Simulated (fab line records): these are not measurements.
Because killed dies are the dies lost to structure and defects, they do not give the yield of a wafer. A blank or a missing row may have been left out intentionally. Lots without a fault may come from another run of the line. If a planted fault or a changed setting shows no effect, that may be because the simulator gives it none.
8D (eight disciplines) problem report, filled in by code || flow n5-finfet || the parts of the form that need people (team, actions taken, sign-off) are left out

1. THE ISSUE
COMB_M4_max_site at N5_BEOL_M4_RC_MEAS_101 reads a mean of 8.0e-10 S/m on 2 wafers of 1 lot; wafers without a fault read 8.5e-11 S/m with a standard deviation of 1.9e-11. Relative to the usual mean, that is a shift of +38 standard deviations.
First observed at day 11 10:53: wafer L336.1, on prober-02. Wafers with a number at this step in the record: 30, from 10 lots. Rule for "out" (also "out of limits"): further than 4 standard deviations from the usual mean. All remaining wafers that have a number are taken as sound.

2. WHAT IT IS AND WHAT IT IS NOT
{"question": "which readings at this step", "is": "COMB_M4_max_site", "is not": "DIBL_N, DIBL_P, IOFF_N, IOFF_P, ION_N, ION_P, SS_N, SS_P, VT_N, VT_P"}
{"question": "which lots", "is": "L336", "is not": "L326, L327, L328, L337, L338, L341, L342, L343, L346"}
{"question": "which wafers of those lots", "is": "L336.1, L336.5", "is not": "L336.6"}
{"question": "read on which gauges", "is": "prober-02", "is not": "prober-01"}
{"question": "when", "is": "from day 11 10:53", "is not": "up to then (10 sound wafers); but 18 sound wafers of L337, L338, L341, L342, L343, L346 came after"}

3. WHAT RULES OUT EACH SUSPECT
Counting: any tool at a process step up to the reading remains a suspect provided it ran every lot that is out. Sound lots after the first of them don't rule it out here, since some wafers of a struck lot are sound.
- the gauge at N5_BEOL_M4_RC_MEAS_101: kept. All the wafers that are out were read on prober-02, and no step on other tools shows them out.
- ald-metal-01 at N5_BEOL_M4_ALD_84 (deposits TaN, pulse time 2 s, purge time 3 s, co reactant purge time 2 s): kept. The lot that is out, L336, ran on it at day 11 07:14; the last sound lot it ran before that was L327, at day 8 22:17.
- Within ald-metal-01 at N5_BEOL_M4_ALD_84: the wafers that are out ran in chamber 1; their sound lot-mates ran in chamber 0.
The count leaves prober-02 at N5_BEOL_M4_RC_MEAS_101 and ald-metal-01 at N5_BEOL_M4_ALD_84.

4. THE CAUSE (what the simulator had put in)
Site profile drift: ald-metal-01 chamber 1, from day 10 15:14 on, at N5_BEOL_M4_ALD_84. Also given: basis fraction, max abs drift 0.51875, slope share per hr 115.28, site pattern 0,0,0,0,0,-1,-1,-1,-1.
After counting, 2 suspects remain, this tool included.

5. THE CHAIN OF EFFECTS, in route order
Each row: a reading whose mean over the struck wafers that have a number lies more than 3 standard deviations from the usual. Scope: only readings with a usual standard deviation given in the record; hours: median across lots of the time from each lot's start at the first step in this table that gives one to its start at this step; sigmas: change in usual standard deviations.
{"hours": 0, "step": "N5_BEOL_M4_RC_MEAS_101", "reading": "COMB_M4_max_site", "usual": "8.5e-11 S/m", "on struck wafers": 8.0e-10, "change": "+7.2e-10", "sigmas": "+38"}
{"hours": 117, "step": "N5_PASSIVATION_PROBE_49", "reading": "defect-limited-yield", "usual": "91.5 %", "on struck wafers": 86.3, "change": -5.2, "sigmas": -4.0}
{"hours": 117, "step": "N5_PASSIVATION_PROBE_49", "reading": "killed_at_M4_up", "usual": 13, "on struck wafers": 98, "change": "+86", "sigmas": "+18"}
{"hours": 117, "step": "N5_PASSIVATION_PROBE_49", "reading": "killed-dies", "usual": 101, "on struck wafers": 161, "change": "+60", "sigmas": "+4.0"}
{"hours": 117, "step": "N5_PASSIVATION_PROBE_49", "reading": "killed-on-rim", "usual": 14, "on struck wafers": 54, "change": "+40", "sigmas": "+9.4"}
{"hours": 117, "step": "N5_PASSIVATION_PROBE_49", "reading": "sort_bin_4_leakage", "usual": "0.0 %", "on struck wafers": 7.6, "change": "+7.6", "sigmas": "+24"}
{"hours": 117, "step": "N5_PASSIVATION_PROBE_49", "reading": "sort-n-pass", "usual": 1079, "on struck wafers": 1019, "change": -60, "sigmas": -3.8}
{"hours": 117, "step": "N5_PASSIVATION_PROBE_49", "reading": "sort-yield-pct", "usual": "91.4 %", "on struck wafers": 86.3, "change": -5.1, "sigmas": -3.6}
Here are the process steps it includes:
- N5_PASSIVATION_PROBE_49

6. HOW IT WOULD HAVE BEEN CAUGHT EARLIER
In this record the first reading out of limits at a measuring or inspecting step was taken at day 11 10:53, 20 hours after the fault began at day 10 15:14.
An alarm limit of 4 standard deviations would not have fired on the tool readings at N5_BEOL_M4_ALD_84 for which the record gives a usual standard deviation, since none of them was out on any struck wafer.
All the lots that are out (1) had begun N5_BEOL_M4_ALD_84 on ald-metal-01 by day 11 10:53. Had the tool been put on hold then, not one of them would have been saved.
